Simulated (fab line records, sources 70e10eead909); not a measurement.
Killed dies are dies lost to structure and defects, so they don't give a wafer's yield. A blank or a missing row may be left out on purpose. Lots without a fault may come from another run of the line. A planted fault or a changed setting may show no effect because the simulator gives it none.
Problem report in the 8D (eight disciplines) form, filled by code | flow nand_harc | the parts of the form that need people (team, actions taken, sign-off) are left out

1. THE PROBLEM
time_to_endpoint_s at NHARC_A_M0_CMP_23 reads a mean of 10.2 s on 2 wafers of 2 lots; wafers without a fault read 29.6 s with a standard deviation of 2.1. That is -9.2 standard deviations from the usual mean.
The step: polishes, t overpolish 20 s, target thk 113.75 nm.
First seen on wafer L639.4, day 26 00:28, on cmp-01. The record holds 40 wafers of 14 lots with a number at this step. Rule for "out", or "out of limits": more than 4 standard deviations from the usual mean. The other wafers with a number count as sound.

2. WHAT IT IS AND WHAT IT IS NOT
question                    | is                 | is not
which readings at this step | time_to_endpoint_s | motor_current_A, slurry_filter_dp_kPa
which lots                  | L639, L640         | L631, L632, L633, L635, L643, L645, L646, L647, L649, L650, L651, L654
which wafers of those lots  | L639.4, L640.5     | L639.1, L640.6
read on which tools         | cmp-01, cmp-04     | cmp-02
when                        | from day 26 00:28  | up to then (13 sound wafers); but 25 sound wafers of L640, L643, L645, L646, L647, L649, L650, L651, L654 came after

3. SUSPECTS, AND WHAT RULES EACH OUT
Counting: a tool at a process step up to the reading stays a suspect if it ran every lot that is out. Sound lots after the first of them don't rule it out here, since some wafers of a struck lot are sound.
- cvd_w-02 at NHARC_A_BLC_CVD_24 (deposits W, target thk 150 nm, time 434 s): kept. It ran every lot that is out, first L639 (day 25 20:48); its last sound lot up to then is L635 (day 24 03:29). NHARC_A_BLC_CVD_24 gives no start for some lots, so the hours and the order of its lots are those of NHARC_A_BLC_INSPECT_28.
- ecd_cu-01 at NHARC_A_M0_ECD_22 (material Cu, target thk 400 nm): kept. It ran every lot that is out, first L639 (day 25 23:46); its last sound lot up to then is L633 (day 24 02:49).
- Within cvd_w-02 at NHARC_A_BLC_CVD_24: the wafers that are out ran in chamber 1; their sound lot-mates ran in chamber 0.
Left after counting: cvd_w-02 at NHARC_A_BLC_CVD_24, ecd_cu-01 at NHARC_A_M0_ECD_22.

4. THE CAUSE (what the simulator had put in)
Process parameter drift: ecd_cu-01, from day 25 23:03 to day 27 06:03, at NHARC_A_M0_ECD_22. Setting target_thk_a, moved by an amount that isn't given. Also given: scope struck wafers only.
Counting left 2 suspects, and this tool is among them.

5. THE CHAIN OF EFFECTS, in route order
Each row: a reading whose mean over the struck wafers that have a number lies more than 3 standard deviations from the usual. Only readings for which the record gives a usual standard deviation are gone through. hours: the time from each lot's start at the first step in this table that gives one to its start at this step, as a median over the lots. sigmas: the change in usual standard deviations.
hours | step              | reading            | usual  | on struck wafers | change | sigmas
0     | NHARC_A_M0_CMP_23 | time_to_endpoint_s | 29.6 s | 10.2             | -19.4  | -9.2
The process steps in it:
- NHARC_A_M0_CMP_23: polishes, t overpolish 20 s, target thk 113.75 nm.
Later measuring or inspecting steps at which every struck wafer that the step has a row for has a number for every such reading, and none has moved that far: NHARC_END_SORT_01.

6. WHAT WOULD HAVE CAUGHT IT SOONER
In this record the first reading out of limits was taken at day 26 00:28, 1 hour after the fault began at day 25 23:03.
Of the lots that are out (2), L640 began NHARC_A_M0_ECD_22 on ecd_cu-01 after day 26 00:28. A hold on the tool at that time would have spared it.
